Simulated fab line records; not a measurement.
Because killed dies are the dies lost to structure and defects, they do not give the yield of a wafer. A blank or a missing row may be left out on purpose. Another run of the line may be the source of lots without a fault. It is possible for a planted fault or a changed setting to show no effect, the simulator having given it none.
Chamber matching :: flow nandHarc :: rieDiel-05 running NHARC_A_SGD_CUT_DESCUM_14: 4 sister chambers
The step chemistry O2, time 3 s. 4 wafers are shown with their chamber, then 11 later ones without.

## EACH WAFER AND ITS CHAMBER
wafer: L083.5
chamber: 1
drypumpMotorCurrentA (A): 5.2

wafer: L086.2
chamber: 2
drypumpMotorCurrentA (A): 6.4

wafer: L086.5
chamber: 3
drypumpMotorCurrentA (A): 5.9

wafer: L085.1
chamber: 0
drypumpMotorCurrentA (A): 5.3

## WAFERS WHOSE CHAMBER IS MISSING
wafer: L085.3
drypumpMotorCurrentA (A): 6.5

wafer: L085.5
drypumpMotorCurrentA (A): 5.3

wafer: L090.1
drypumpMotorCurrentA (A): 5.4

wafer: L090.2
drypumpMotorCurrentA (A): 6.5

wafer: L090.3
drypumpMotorCurrentA (A): 5.9

wafer: L094.1
drypumpMotorCurrentA (A): 5.3

wafer: L094.2
drypumpMotorCurrentA (A): 5.2

wafer: L094.5
drypumpMotorCurrentA (A): 5.3

wafer: L095.2
drypumpMotorCurrentA (A): 6.5

wafer: L095.4
drypumpMotorCurrentA (A): 5.9

wafer: L095.6
drypumpMotorCurrentA (A): 5.2

## CHAMBER TAKEN BY EACH
wafer: L085.3
from the rows above: 2
in truth: 2

wafer: L085.5
from the rows above: can't be placed: 0 or 1
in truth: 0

wafer: L090.1
from the rows above: can't be placed: 0 or 1
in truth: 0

wafer: L090.2
from the rows above: 2
in truth: 2

wafer: L090.3
from the rows above: 3
in truth: 3

wafer: L094.1
from the rows above: can't be placed: 0 or 1
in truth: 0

wafer: L094.2
from the rows above: can't be placed: 1 or 0
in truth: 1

wafer: L094.5
from the rows above: can't be placed: 0 or 1
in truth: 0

wafer: L095.2
from the rows above: 2
in truth: 2

wafer: L095.4
from the rows above: 3
in truth: 3

wafer: L095.6
from the rows above: can't be placed: 1 or 0
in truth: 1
Placed correctly: 5 of 11. These rows do not allow placing 6 (true chamber among the candidates in 6). Number placed wrongly: 0.
How it was worked out, from the rows above alone: a wafer's distance from a chamber is the root of the sum, over the readings, of the square of ((its reading less the chamber's mean) divided by the reading's scatter). The wafer belongs to the nearest chamber; if the next one is less than 2 further off, it can't be placed. The mean given for a chamber averages the wafers shown for that chamber. The scatter: with one shown wafer a chamber, the root of the mean of the squares of how far each hidden wafer lies from its nearest shown one.
